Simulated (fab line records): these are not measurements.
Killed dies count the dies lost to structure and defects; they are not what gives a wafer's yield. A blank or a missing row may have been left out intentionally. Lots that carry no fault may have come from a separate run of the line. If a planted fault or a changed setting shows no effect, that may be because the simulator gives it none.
fab line records	flow n5Finfet
record: lots: 11	wafers: 31	lastDay: 17
route steps=1938 shown BEOL_M4@1111 BEOL_M14@1771 BEOL_M15@1774 PASSIVATION@1936
lots that met no fault: taken from a fault-free run of the same line
startH: the number of hours between the record's first day and the start of the first shown wafer of the lot	waitH: hours from the lot's prior step to this one	" repeats the value in the row above	L1.1+2: a single row standing in for several wafers	- either no value or no given start	* or withheld: withheld	< > ~ a bound
route shown NAME@n: names a module that has steps shown in the file, with the first one's number in the route	usual: mean/standard deviation of fault-free wafers	same: alike in all rows	chamber/n: place in a boat	sites: each site's reading	_std_site: the values' standard deviation	_edge_site: inner sites' mean taken away from outer sites' mean	radiusMm: how far each site lies from the wafer's centre	mask NAME#n: copy n	behind: tool/chamber where the wafer was last shaped	hold: reason for holding the lot/hours on hold/outcome of the hold	device: the transistor (n, p or np) that didn't switch	end of line: at the end of the route, the tests of the same wafers	a step without rows: its recipe alone	killed: dies lost to structure and defects at the first sort, not the wafer's yield	map: dies across one wafer; x = killed, . = not, _ = none there
set.NAME: the setting as run; set.NAME@STEP: as run at that earlier step	model.NAME: the simulator's own value behind a step, which no gauge read
a sample of lots followed through the steps of the route, with each step as a table and each wafer as a row
services: a tool's chamber out of use, with start hour (startH, from the record's first day; less than 0 if before it), hours out, and reason
== steps ==
step: N5_BEOL_M4_RC_MEAS_101
usual: DIBL_N: 37.5/1.9	DIBL_P: 37.3/2.4	IOFF_N: 0.18/0.038	IOFF_P: 0.23/0.045	ION_N: 677/11	ION_P: 464/8.1	SS_N: 72.0/0.68	SS_P: 73.5/0.77	VT_N: 249/3.3	VT_P: -249/3.6
lot.wafer	tool	chamber	startH	waitH	DIBL_N[mV/V]	DIBL_P[mV/V]	IOFF_N[nA/um]	IOFF_P[nA/um]	ION_N[uA/um]	ION_P[uA/um]	SS_N[mV/dec]	SS_P[mV/dec]	VT_N[mV]	VT_P[mV]
L733.3	prober-01	0	183.34	0.3	34.8	37.3	0.18	0.20	683	465	72.7	72.9	249	-252
L733.4	"	0	"	"	39.1	44.5	0.26	0.34	693	472	73.3	74.0	244	-242
L733.5	"	0	"	"	35.7	37.7	0.18	0.20	677	460	72.2	72.6	251	-251
L734.1	prober-01	0	185.26	0.0	36.2	38.4	0.18	0.24	671	468	72.0	73.2	251	-247
L734.2	"	0	"	"	34.6	33.9	0.15	0.17	667	461	72.0	72.3	252	-251
L734.5	"	0	"	"	33.8	35.0	0.13	0.18	657	457	71.6	72.8	252	-252
L739.3	prober-01	0	219.90	0.3	39.1	39.1	0.18	0.25	665	463	73.1	74.1	252	-249
L739.5	"	0	"	"	37.8	36.6	0.16	0.22	665	460	72.4	73.1	255	-247
L739.6	"	0	"	"	36.3	35.3	0.14	0.19	666	456	71.7	72.8	255	-252
L740.3	prober-02	0	222.27	0.3	37.2	37.5	0.18	0.25	673	469	71.4	73.7	250	-247
L740.4	"	0	"	"	37.7	37.4	0.19	0.24	674	467	72.3	74.2	252	-247
L740.6	"	0	"	"	37.5	37.3	0.17	0.23	669	461	71.2	74.2	249	-249
L743.2	prober-02	0	243.34	0.2	41.0	43.1	0.25	0.32	676	464	73.2	75.0	247	-244
L743.3	"	0	"	"	37.7	37.0	0.18	0.21	684	460	72.2	73.8	250	-250
L743.6	"	0	"	"	39.6	40.5	0.24	0.28	684	470	73.1	74.4	241	-247
L746.4	prober-01	0	267.63	0.5	37.4	34.8	0.18	0.24	676	470	72.2	73.2	251	-246
L746.6	"	0	"	"	34.9	33.6	0.14	0.19	663	454	71.0	72.4	251	-250
L745.2	prober-02	0	269.07	0.2	36.3	36.8	0.16	0.20	666	460	71.8	73.5	252	-253
L745.6	"	0	"	"	35.7	36.7	0.16	0.20	672	459	71.4	73.0	249	-250
L750.4	prober-02	0	283.53	0.5	36.3	36.1	0.15	0.20	689	471	71.4	72.4	249	-251
L750.5	"	0	"	"	37.6	37.0	0.17	0.21	677	458	71.7	72.8	248	-250
L750.6	"	0	"	"	38.5	37.8	0.17	0.21	669	457	72.2	73.7	253	-252
L752.2	prober-01	0	298.54	0.2	35.9	35.1	0.15	0.20	672	460	72.0	74.0	250	-250
L752.5	"	0	"	"	34.5	32.9	0.13	0.17	650	450	71.4	72.2	253	-253
L752.6	"	0	"	"	38.4	39.1	0.22	0.30	701	482	72.4	73.5	244	-243
L753.2	prober-02	0	300.38	0.2	38.9	38.9	0.22	0.25	682	458	72.6	73.9	248	-249
L753.4	"	0	"	"	36.0	36.7	0.15	0.21	675	466	71.9	72.7	249	-248
L753.5	"	0	"	"	34.5	36.0	0.13	0.20	664	462	71.6	73.4	253	-250
L754.2	prober-02	0	307.99	0.2	41.6	42.9	0.28	0.37	705	480	72.5	75.0	243	-242
L754.5	"	0	"	"	37.2	36.3	0.17	0.24	670	462	71.4	73.9	249	-245
L754.6	"	0	"	"	38.0	37.6	0.17	0.23	670	462	72.1	73.2	251	-251
step: N5_BEOL_M14_RS_MEAS_54
recipe: thkMeasGauge: four-point-probe	reads: Cu_of_BEOL_M14_ECD_47+Ta_of_BEOL_M14_SPUTTER_44+TaN_of_BEOL_M14_SPUTTER_43
usual: M14_RS: 0.0339/0.0011
lot.wafer	tool	chamber	startH	waitH	M14_RS[ohm/sq]
L733.3	filmMetro-02	-	260.08	0.1	0.0356
L733.4	"	-	"	"	0.0338
L733.5	"	-	"	"	0.0328
L734.1	filmMetro-01	-	268.98	0.0	0.0329
L734.2	"	-	"	"	0.0352
L734.5	"	-	"	"	0.0354
L740.3	filmMetro-01	-	290.99	0.1	0.0342
L740.4	"	-	"	"	0.0324
L740.6	"	-	"	"	0.0353
L739.3	filmMetro-02	-	303.22	0.1	0.0332
L739.5	"	-	"	"	0.0355
L739.6	"	-	"	"	0.0358
L743.2	filmMetro-01	-	323.84	0.1	0.0336
L743.3	"	-	"	"	0.0341
L743.6	"	-	"	"	0.0342
L745.2	filmMetro-01	-	348.39	0.1	0.0352
L745.6	"	-	"	"	0.0333
L746.4	filmMetro-01	-	348.82	0.0	0.0336
L746.6	"	-	"	"	0.0326
L750.4	filmMetro-02	-	357.26	0.0	0.0335
L750.5	"	-	"	"	0.0335
L750.6	"	-	"	"	0.0328
L752.2	filmMetro-02	-	374.82	0.1	0.0331
L752.5	"	-	"	"	0.0338
L752.6	"	-	"	"	0.0330
L753.2	filmMetro-01	-	379.69	0.1	0.0357
L753.4	"	-	"	"	0.0344
L753.5	"	-	"	"	0.0358
L754.2	filmMetro-01	-	379.90	0.1	0.0322
L754.5	"	-	"	"	0.0323
L754.6	"	-	"	"	0.0351
step: N5_BEOL_M15_THK_MEAS_01
recipe: reads: SiO2_of_BEOL_M15_ILD_DEP_00
usual: M15_ILD_THK: 1629/25
lot.wafer	tool	chamber	startH	waitH	M15_ILD_THK[nm]
L733.3	filmMetro-01	-	260.40	0.1	1606
L733.4	"	-	"	"	1646
L733.5	"	-	"	"	1612
L734.1	filmMetro-01	-	269.40	0.2	1594
L734.2	"	-	"	"	1587
L734.5	"	-	"	"	1623
L740.3	filmMetro-01	-	291.30	0.1	1612
L740.4	"	-	"	"	1623
L740.6	"	-	"	"	1639
L739.3	filmMetro-02	-	303.53	0.1	1615
L739.5	"	-	"	"	1634
L739.6	"	-	"	"	1618
L743.2	filmMetro-02	-	324.16	0.1	1631
L743.3	"	-	"	"	1624
L743.6	"	-	"	"	1658
L745.2	filmMetro-01	-	348.71	0.1	1668
L745.6	"	-	"	"	1675
L746.4	filmMetro-01	-	349.13	0.0	1644
L746.6	"	-	"	"	1614
L750.4	filmMetro-02	-	357.57	0.0	1615
L750.5	"	-	"	"	1648
L750.6	"	-	"	"	1623
L752.2	filmMetro-02	-	375.13	0.1	1596
L752.5	"	-	"	"	1627
L752.6	"	-	"	"	1615
L753.2	filmMetro-01	-	380.00	0.1	1641
L753.4	"	-	"	"	1683
L753.5	"	-	"	"	1659
L754.2	filmMetro-01	-	380.22	0.1	1601
L754.5	"	-	"	"	1640
L754.6	"	-	"	"	1624
step: N5_BEOL_M15_CD_MEAS_17
recipe: targetCdNm: 360	polarity: opening
usual: cdNm: 362.0/2.4
lot.wafer	tool	chamber	startH	waitH	cdNm
L733.3	cdSem-03	-	261.53	0.0	362.5
L733.4	"	-	"	"	360.5
L733.5	"	-	"	"	362.3
L734.1	cdSem-01	-	270.42	0.0	363.2
L734.2	"	-	"	"	362.3
L734.5	"	-	"	"	365.2
L740.3	cdSem-01	-	292.19	0.0	355.6
L740.4	"	-	"	"	360.0
L740.6	"	-	"	"	357.3
L739.3	cdSem-02	-	305.03	0.0	363.9
L739.5	"	-	"	"	361.3
L739.6	"	-	"	"	363.3
L743.2	cdSem-02	-	325.06	0.0	360.9
L743.3	"	-	"	"	364.0
L743.6	"	-	"	"	366.8
L745.2	cdSem-02	-	349.60	0.0	359.7
L745.6	"	-	"	"	362.4
L746.4	cdSem-01	-	350.15	0.0	362.1
L746.6	"	-	"	"	363.3
L750.4	cdSem-01	-	359.26	0.0	358.1
L750.5	"	-	"	"	360.3
L750.6	"	-	"	"	360.5
L752.2	cdSem-02	-	376.36	0.0	360.7
L752.5	"	-	"	"	361.0
L752.6	"	-	"	"	361.6
L753.2	cdSem-01	-	381.14	0.0	362.0
L753.4	"	-	"	"	363.6
L753.5	"	-	"	"	360.7
L754.2	cdSem-01	-	381.97	0.0	365.2
L754.5	"	-	"	"	363.5
L754.6	"	-	"	"	363.9
step: N5_BEOL_M15_ETCH_57
recipe: chemistry: N2/H2	target: SOC	sourceW: 3000	biasW: 350	timeS: 750	ionEnergyEv: 200	pressureMtorr: 30	n2FlowSccm: 200	h2FlowSccm: 200
usual: biasW: 350.0/1	chamberPressureMTorr: 29.998/0.028	drypumpMotorCurrentA: 5.93/0.3	oesProductAu: 0.78/0.072	rfVppV: 523.9/2.2	showerheadPlenumPTorr: 2.54/0.084	throttleValvePct: 17.82/0.21
lot.wafer	tool	chamber	startH	waitH	biasW	chamberPressureMTorr	drypumpMotorCurrentA	oesProductAu	rfHoursCounterH	rfVppV	showerheadPlenumPTorr	throttleValvePct
L733.3	rieDiel-05	0	261.62	-	350.6	30.034	5.53	0.73	222	523.1	2.52	18.07
L733.4	"	3	"	"	348.1	29.956	6.09	0.72	205	525.8	2.61	17.86
L733.5	"	2	"	"	350.7	30.021	5.73	0.84	-	521.2	2.47	17.66
L734.1	rieDiel-01	2	270.52	-	350.8	29.982	5.56	0.85	56	524.2	2.58	17.55
L734.2	"	0	"	"	349.6	30.039	6.07	0.87	32	524.4	2.60	17.51
L734.5	"	2	"	"	349.7	29.986	5.58	0.85	-	524.6	2.58	17.58
L740.3	rieDiel-01	1	292.29	-	351.7	30.011	6.21	0.75	161	524.3	2.53	17.64
L740.4	"	2	"	"	349.4	29.972	5.59	0.84	62	525.2	2.58	17.58
L740.6	"	1	"	"	349.9	30.027	6.22	0.74	-	523.1	2.53	17.64
L739.3	rieDiel-01	1	305.16	-	351.4	29.981	6.22	0.74	165	522.9	2.53	17.65
L739.5	"	0	"	"	350.6	29.994	6.07	0.87	-	524.7	2.60	17.52
L739.6	"	3	"	"	349.6	30.028	5.93	0.71	-	520.8	2.41	17.88
L743.2	rieDiel-05	1	325.16	-	352.0	29.979	5.52	0.75	184	520.4	2.46	18.31
L743.3	"	2	"	"	349.6	30.026	5.73	0.83	83	521.8	2.46	17.68
L743.6	"	1	"	"	352.3	29.998	5.52	0.74	-	522.6	2.46	18.33
L745.2	rieDiel-01	0	349.70	-	-	-	-	-	-	-	-	-
L745.6	"	3	"	"	-	-	-	-	-	-	-	-
L746.4	rieDiel-01	0	350.24	-	-	-	-	-	-	-	-	-
L746.6	"	1	"	"	-	-	-	-	-	-	-	-
L750.4	rieDiel-01	1	359.42	-	349.9	30.035	6.23	0.73	183	524.0	2.52	17.68
L750.5	"	1	"	"	350.4	29.942	6.21	0.73	-	522.8	2.53	17.66
L750.6	"	0	"	"	351.0	30.025	6.10	0.83	-	524.2	2.59	17.56
L752.2	rieDiel-01	1	376.61	-	350.2	29.986	6.21	0.73	188	524.1	2.52	17.69
L752.5	"	3	"	"	351.0	29.990	5.88	0.69	-	518.8	2.40	17.92
L752.6	"	2	"	"	349.1	30.016	5.56	0.80	-	524.8	2.57	17.61
L753.2	rieDiel-01	0	381.25	-	350.0	29.983	6.12	0.83	68	524.0	2.59	17.57
L753.4	"	2	"	"	350.7	30.028	5.58	0.80	91	524.0	2.57	17.63
L753.5	"	1	"	"	350.3	29.967	6.23	0.73	-	524.9	2.52	17.69
L754.2	rieDiel-05	2	382.37	-	350.3	29.991	5.76	0.80	106	521.5	2.45	17.72
L754.5	"	1	"	"	349.1	30.032	5.56	0.73	-	519.8	2.45	18.34
L754.6	"	2	"	"	349.8	29.978	5.72	0.80	-	521.0	2.45	17.74
step: N5_PASSIVATION_PROBE_49
usual: defectLimitedYield: 91.2/1.5	killed_at_M0_to_M3: 31/10	killed_at_M4_up: 15/5.9	killedAtContacts: 13/6	killedAtFrontEnd: 41/11	killedAtOther: 4/3.1	killedDies: 104/18	killedOnRim: 14/4.1	killedOpen: 68/13	killedShort: 33/8.1	sort_bin_4_leakage: 0.00/0.03	sort_bin_5_function: 5.1/1.1	sort_bin_6_memory: 3.2/0.69	sort_bin_8_speed: 0.01/0.045	sortNPass: 1076/18
same: grossDies: 1180	killedAtBackSide: 0
lot.wafer	tool	chamber	startH	waitH	defectLimitedYield[%]	killed_at_M0_to_M3	killed_at_M4_up	killedAtContacts	killedAtFrontEnd	killedAtOther	killedDies	killedOnRim	killedOpen	killedShort	sort_bin_4_leakage[%]	sort_bin_5_function[%]	sort_bin_6_memory[%]	sort_bin_8_speed[%]	sortNPass
L733.3	prober-02	-	279.75	0.1	92.0	27	15	23	28	1	94	14	64	29	0	5.2	2.6	0	1086
L733.4	prober-02	-	279.80	0.2	92.7	29	12	15	23	7	86	6	57	28	0	4.7	2.4	0	1094
L733.5	prober-02	-	279.85	0.2	89.5	38	21	25	35	5	124	21	95	26	0	6.4	4.0	0	1056
L734.1	prober-01	-	292.22	0.0	90.3	42	13	13	44	3	115	19	84	30	0	6.2	3.4	0	1065
L734.2	prober-01	-	292.27	0.1	88.6	44	16	18	40	16	134	24	91	42	0	7.1	4.0	0	1046
L734.5	prober-01	-	292.42	0.2	89.2	41	25	6	44	12	128	13	87	41	0	6.3	4.2	0	1052
L740.3	prober-02	-	310.64	0.1	90.2	43	15	14	40	4	116	13	76	40	0	5.9	3.6	0	1064
L740.4	prober-02	-	310.69	0.2	93.7	36	5	6	25	2	74	10	51	22	0	2.7	3.4	0	1106
L740.6	prober-02	-	310.79	0.3	90.7	31	21	14	42	2	110	16	72	38	0	5.5	3.4	0	1070
L739.3	prober-02	-	324.48	0.1	89.9	31	10	30	45	3	119	14	75	39	0	5.9	3.4	0.34	1061
L739.5	prober-02	-	324.58	0.2	93.3	23	9	11	32	4	79	11	54	23	0	3.2	3.1	0	1101
L739.6	prober-02	-	324.63	0.3	92.4	21	18	10	37	4	90	13	59	27	0	4.7	2.9	0	1090
L743.2	prober-01	-	343.01	0.6	91.7	17	32	5	44	0	98	9	72	25	0	4.8	3.1	0	1082
L743.3	prober-01	-	343.06	0.7	93.1	22	18	7	33	2	82	12	55	26	0	4.1	2.8	0	1098
L743.6	prober-01	-	343.21	0.8	91.2	23	20	22	34	5	104	16	67	37	0.08	4.6	4.2	0	1075
L745.2	prober-01	-	364.54	0.1	0	35	1090	15	38	2	1180	152	71	28	0	96.2	3.4	0	0
L745.6	prober-01	-	364.74	0.3	0	16	1128	7	29	0	1180	152	34	19	0	97.7	2.1	0	0
L746.4	prober-01	-	372.43	0.2	0	31	1103	15	27	4	1180	152	52	39	0	96.2	3.4	0	0
L746.6	prober-01	-	372.53	0.3	0	50	1089	3	37	1	1180	152	68	29	0	97.3	2.5	0	0
L750.4	prober-01	-	381.30	0.2	90.1	33	13	12	51	8	117	20	74	38	0	6.1	3.1	0	1063
L750.5	prober-01	-	381.35	0.2	89.5	50	7	7	53	7	124	16	72	51	0	6.0	3.9	0	1056
L750.6	prober-01	-	381.40	0.3	90.8	25	7	6	62	8	108	18	65	43	0	5.0	3.6	0	1072
L752.2	prober-01	-	394.41	0.1	89.2	21	22	16	66	2	127	13	84	34	0	5.3	4.7	0	1053
L752.5	prober-01	-	394.56	0.2	89.5	13	21	13	71	6	124	24	87	36	0	6.7	3.4	0	1056
L752.6	prober-01	-	394.61	0.3	91.5	20	19	4	46	11	100	15	62	28	0	5.5	2.0	0	1080
L753.2	prober-02	-	401.13	0.1	88.5	45	7	22	59	3	136	18	96	40	0	6.6	4.4	0	1044
L753.4	prober-02	-	401.23	0.2	90.2	46	10	10	43	7	116	12	63	49	0	5.5	3.6	0	1064
L753.5	prober-02	-	401.28	0.2	91.1	37	7	10	50	1	105	9	63	41	0	5.3	3.1	0	1075
L754.2	prober-01	-	406.60	0.1	91.8	21	18	16	41	1	97	11	64	25	0.17	4.7	2.8	0.08	1081
L754.5	prober-01	-	406.75	0.2	92.4	19	16	13	42	0	90	15	61	26	0	4.6	2.7	0	1090
L754.6	prober-01	-	406.80	0.3	92.1	19	12	10	49	3	93	14	61	24	0	4.8	2.8	0	1087
killed by level:class
L733.3 MOL_CONTACT_COAG:geometricParticle:open=18 DUMMY_GATE:geometricParticle:open=8 BEOL_M4:geometricParticle:open=7 BEOL_M0_SAQP:geometricParticle:short=6 BEOL_M1:geometricParticle:open=6 MOL_CONTACT_COAG:geometricParticle:short=5 BEOL_M4:geometricParticle:short=5 GATE_CUT:geometricParticle:short=4
L733.4 MOL_CONTACT_COAG:geometricParticle:open=13 BEOL_M2:geometricParticle:open=12 BEOL_M0_SAQP:geometricParticle:short=7 FIN_SAQP:geometricParticle:open=5 STI_FIN_REVEAL:geometricParticle:open=5 PAD_METAL:geometricParticle:short=4 FIN_SAQP:geometricParticle:short=3 BEOL_M0_SAQP:geometricParticle:open=3
L733.5 MOL_CONTACT_COAG:geometricParticle:open=22 BEOL_M4:geometricParticle:open=12 STI_FIN_REVEAL:geometricParticle:open=10 BEOL_M1:geometricParticle:open=9 BEOL_M2:geometricParticle:open=9 BEOL_M0_SAQP:geometricParticle:short=7 DUMMY_GATE:geometricParticle:open=6 BEOL_M0_SAQP:geometricParticle:open=6
L734.1 STI_FIN_REVEAL:geometricParticle:open=15 FIN_SAQP:geometricParticle:open=10 MOL_CONTACT_COAG:geometricParticle:open=9 BEOL_M2:geometricParticle:open=8 BEOL_M0_SAQP:geometricParticle:open=8 BEOL_M4:geometricParticle:open=8 BEOL_M3:geometricParticle:open=7 FIN_SAQP:geometricParticle:short=6
L734.2 STI_FIN_REVEAL:geometricParticle:open=17 MOL_CONTACT_COAG:geometricParticle:open=15 BEOL_M4:geometricParticle:open=12 BEOL_M0_SAQP:geometricParticle:short=10 BEOL_M0_SAQP:geometricParticle:open=9 BEOL_M3:geometricParticle:open=8 FIN_SAQP:geometricParticle:open=7 BEOL_M1:geometricParticle:open=5
L734.5 STI_FIN_REVEAL:geometricParticle:open=17 FIN_SAQP:geometricParticle:short=12 BEOL_M4:geometricParticle:open=10 BEOL_M0_SAQP:geometricParticle:short=9 FIN_SAQP:geometricParticle:open=7 BEOL_M0_SAQP:geometricParticle:open=7 BEOL_M3:geometricParticle:open=7 BEOL_M1:geometricParticle:open=6
L740.3 FIN_SAQP:geometricParticle:open=13 BEOL_M0_SAQP:geometricParticle:open=13 MOL_CONTACT_COAG:geometricParticle:open=11 BEOL_M0_SAQP:geometricParticle:short=9 BEOL_M3:geometricParticle:open=8 FIN_SAQP:geometricParticle:short=6 BEOL_M4:geometricParticle:open=6 BEOL_M3:geometricParticle:short=5
L740.4 BEOL_M3:geometricParticle:open=16 BEOL_M0_SAQP:geometricParticle:open=6 FIN_SAQP:geometricParticle:open=5 STI_FIN_REVEAL:geometricParticle:open=4 GATE_CUT:geometricParticle:short=4 MOL_CONTACT_COAG:geometricParticle:open=4 BEOL_M1:geometricParticle:open=4 BEOL_M4:geometricParticle:open=4
L740.6 FIN_SAQP:geometricParticle:open=16 FIN_SAQP:geometricParticle:short=11 MOL_CONTACT_COAG:geometricParticle:open=10 BEOL_M3:geometricParticle:open=10 BEOL_M4:geometricParticle:open=7 BEOL_M0_SAQP:geometricParticle:short=5 MOL_CONTACT_COAG:geometricParticle:short=4 BEOL_M1:geometricParticle:short=4
L739.3 MOL_CONTACT_COAG:geometricParticle:open=23 FIN_SAQP:geometricParticle:open=13 FIN_SAQP:geometricParticle:short=8 MOL_CONTACT_COAG:geometricParticle:short=7 BEOL_M0_SAQP:geometricParticle:open=7 BEOL_M4:geometricParticle:open=5 STARTING-WAFER:geometricParticle:short=5 DUMMY_GATE:geometricParticle:short=4
L739.5 FIN_SAQP:geometricParticle:short=9 BEOL_M3:geometricParticle:open=9 MOL_CONTACT_COAG:geometricParticle:open=9 FIN_SAQP:geometricParticle:open=8 BEOL_M2:geometricParticle:open=5 BEOL_M8:geometricParticle:open=4 DUMMY_GATE:geometricParticle:open=3 GATE_CUT:geometricParticle:short=3
L739.6 FIN_SAQP:geometricParticle:open=12 MOL_CONTACT_COAG:geometricParticle:open=7 DUMMY_GATE:geometricParticle:open=6 BEOL_M3:geometricParticle:open=6 FIN_SAQP:geometricParticle:short=4 BEOL_M1:geometricParticle:short=4 MOL_CONTACT_COAG:geometricParticle:short=3 BEOL_M0_SAQP:geometricParticle:open=3
L743.2 STI_FIN_REVEAL:geometricParticle:open=15 BEOL_M4:geometricParticle:open=15 STARTING-WAFER:geometricParticle:open=7 BEOL_M5:geometricParticle:open=6 FIN_SAQP:geometricParticle:short=5 DUMMY_GATE:geometricParticle:open=5 BEOL_M3:geometricParticle:open=4 BEOL_M0_SAQP:geometricParticle:short=4
L743.3 BEOL_M4:geometricParticle:open=11 FIN_SAQP:geometricParticle:open=7 STI_FIN_REVEAL:geometricParticle:open=7 FIN_SAQP:geometricParticle:short=6 MOL_CONTACT_COAG:geometricParticle:open=6 BEOL_M0_SAQP:geometricParticle:short=6 BEOL_M3:geometricParticle:open=4 BEOL_M2:geometricParticle:open=4
L743.6 MOL_CONTACT_COAG:geometricParticle:open=16 FIN_SAQP:geometricParticle:short=11 FIN_SAQP:geometricParticle:open=9 BEOL_M4:geometricParticle:open=9 STI_FIN_REVEAL:geometricParticle:open=8 BEOL_M0_SAQP:geometricParticle:short=7 MOL_CONTACT_COAG:geometricParticle:short=6 BEOL_M0:geometricParticle:open=4
L745.2 BEOL_M15:areaEtch=1079 MOL_CONTACT_COAG:geometricParticle:open=13 BEOL_M3:geometricParticle:open=10 STI_FIN_REVEAL:geometricParticle:open=9 DUMMY_GATE:geometricParticle:open=7 BEOL_M4:geometricParticle:open=6 BEOL_M0_SAQP:geometricParticle:open=5 FIN_SAQP:geometricParticle:open=4
L745.6 BEOL_M15:areaEtch=1127 STI_FIN_REVEAL:geometricParticle:open=6 MOL_CONTACT_COAG:geometricParticle:open=6 BEOL_M3:geometricParticle:open=6 STARTING-WAFER:geometricParticle:short=5 FIN_SAQP:geometricParticle:open=3 FIN_CUT:geometricParticle:open=3 ILD0:geometricParticle:short=3
L746.4 BEOL_M15:areaEtch=1089 BEOL_M0_SAQP:geometricParticle:short=12 MOL_CONTACT_COAG:geometricParticle:open=10 BEOL_M4:geometricParticle:open=10 BEOL_M0_SAQP:geometricParticle:open=8 FIN_SAQP:geometricParticle:short=7 STI_FIN_REVEAL:geometricParticle:open=5 MOL_CONTACT_COAG:geometricParticle:short=5
L746.6 BEOL_M15:areaEtch=1083 BEOL_M0_SAQP:geometricParticle:open=19 BEOL_M0_SAQP:geometricParticle:short=9 STI_FIN_REVEAL:geometricParticle:open=8 BEOL_M3:geometricParticle:open=7 FIN_SAQP:geometricParticle:short=6 BEOL_M1:geometricParticle:open=6 FIN_SAQP:geometricParticle:open=5
L750.4 BEOL_M0_SAQP:geometricParticle:open=11 DUMMY_GATE:geometricParticle:open=10 MOL_CONTACT_COAG:geometricParticle:open=9 FIN_SAQP:geometricParticle:open=7 STI_FIN_REVEAL:geometricParticle:open=7 BEOL_M4:geometricParticle:open=6 BEOL_M0_SAQP:geometricParticle:short=5 BEOL_M2:geometricParticle:open=5
L750.5 FIN_SAQP:geometricParticle:short=14 BEOL_M0_SAQP:geometricParticle:short=11 BEOL_M0_SAQP:geometricParticle:open=11 FIN_SAQP:geometricParticle:open=9 BEOL_M2:geometricParticle:open=9 STI_FIN_REVEAL:geometricParticle:open=8 BEOL_M3:geometricParticle:open=7 MOL_CONTACT_COAG:geometricParticle:open=5
L750.6 FIN_SAQP:geometricParticle:short=15 FIN_SAQP:geometricParticle:open=11 BEOL_M2:geometricParticle:open=10 STI_FIN_REVEAL:geometricParticle:open=9 DUMMY_GATE:geometricParticle:open=7 PASS1_CAP:geometricParticle:open=5 MOL_CONTACT_COAG:geometricParticle:open=4 ILD0:geometricParticle:short=4
L752.2 STI_FIN_REVEAL:geometricParticle:open=14 MOL_CONTACT_COAG:geometricParticle:open=12 BEOL_M4:geometricParticle:open=10 FIN_SAQP:geometricParticle:open=9 DUMMY_GATE:geometricParticle:open=9 BEOL_M3:geometricParticle:open=6 HKMG_FIN:areaEtch=6 BEOL_M2:geometricParticle:open=5
L752.5 STI_FIN_REVEAL:geometricParticle:open=24 FIN_SAQP:geometricParticle:open=13 BEOL_M4:geometricParticle:open=12 FIN_SAQP:geometricParticle:short=10 MOL_CONTACT_COAG:geometricParticle:open=9 STI_FIN_REVEAL:geometricParticle:short=8 STARTING-WAFER:geometricParticle:open=6 BEOL_M2:geometricParticle:open=4
L752.6 STI_FIN_REVEAL:geometricParticle:open=9 HKMG_FIN:areaEtch=9 FIN_SAQP:geometricParticle:open=8 BEOL_M4:geometricParticle:open=8 DUMMY_GATE:geometricParticle:open=5 FIN_SAQP:geometricParticle:short=4 GATE_CUT:geometricParticle:short=4 MOL_CONTACT_COAG:geometricParticle:open=4
L753.2 MOL_CONTACT_COAG:geometricParticle:open=19 STI_FIN_REVEAL:geometricParticle:open=16 FIN_SAQP:geometricParticle:open=11 BEOL_M0_SAQP:geometricParticle:open=11 BEOL_M0_SAQP:geometricParticle:short=10 FIN_SAQP:geometricParticle:short=8 BEOL_M2:geometricParticle:open=8 DUMMY_GATE:geometricParticle:open=7
L753.4 BEOL_M0_SAQP:geometricParticle:open=12 FIN_SAQP:geometricParticle:short=9 BEOL_M2:geometricParticle:open=8 BEOL_M0_SAQP:geometricParticle:short=8 STI_FIN_REVEAL:geometricParticle:open=7 GATE_CUT:geometricParticle:short=7 MOL_CONTACT_COAG:geometricParticle:open=7 STARTING-WAFER:geometricParticle:short=5
L753.5 GATE_CUT:geometricParticle:short=11 FIN_SAQP:geometricParticle:open=8 FIN_SAQP:geometricParticle:short=8 BEOL_M0_SAQP:geometricParticle:open=8 BEOL_M2:geometricParticle:open=7 MOL_CONTACT_COAG:geometricParticle:open=7 BEOL_M0_SAQP:geometricParticle:short=6 BEOL_M0:geometricParticle:open=5
L754.2 MOL_CONTACT_COAG:geometricParticle:open=15 DUMMY_GATE:geometricParticle:open=8 BEOL_M3:geometricParticle:open=7 BEOL_M4:geometricParticle:open=7 FIN_SAQP:geometricParticle:short=6 BEOL_M1:geometricParticle:open=6 FIN_SAQP:geometricParticle:open=5 GATE_CUT:geometricParticle:short=5
L754.5 STI_FIN_REVEAL:geometricParticle:open=11 MOL_CONTACT_COAG:geometricParticle:open=10 BEOL_M4:geometricParticle:open=7 DUMMY_GATE:geometricParticle:open=6 FIN_SAQP:geometricParticle:open=5 GATE_CUT:geometricParticle:short=4 STARTING-WAFER:geometricParticle:short=4 BEOL_M1:geometricParticle:open=4
L754.6 FIN_SAQP:geometricParticle:open=13 MOL_CONTACT_COAG:geometricParticle:open=7 FIN_SAQP:geometricParticle:short=6 STI_FIN_REVEAL:geometricParticle:open=6 DUMMY_GATE:geometricParticle:open=6 GATE_CUT:geometricParticle:open=5 GATE_CUT:geometricParticle:short=4 BEOL_M4:geometricParticle:open=4
== services ==
tool	chamber	startH	hours	kind
rieDiel-01	-	271.14	0.8	repair
rieDiel-05	2	301.90	1.7	repair
rieDiel-05	3	343.35	14.3	repair
rieDiel-01	3	345.53	1.9	repair
rieDiel-01	-	364.43	4.3	pm
rieDiel-05	1	368.75	8.7	repair
== key ==
firstSign: step: N5_BEOL_M15_ETCH_57	reading: toolRecord	direction: missing
effect: step: N5_PASSIVATION_PROBE_49	reading: killed_at_M4_up	direction: up	sigmas: 99+	usual: 15	struck: 1102
moreKillsBornAt: N5_BEOL_M15_ETCH_57@rieDiel-01: 4378
metAt N5_BEOL_M15_ETCH_57
struckLots L745,L746
laterRowsLeftOut L745.2,L745.6,L746.4,L746.6
notActingAt N5_BEOL_M14_RS_MEAS_54,N5_BEOL_M15_THK_MEAS_01,N5_BEOL_M15_CD_MEAS_17
onsetBetween 305.16 349.70
fault: kind: skippedStepWhole	tool: rieDiel-01	chamber: -	onsetH: 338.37	steps: N5_BEOL_M15_ETCH_57	scope: struckLotsOnly
laterRowsLeftOut: the simulator's readings of these wafers behind a module that went badly wrong aren't trusted and aren't shown, but for the sort
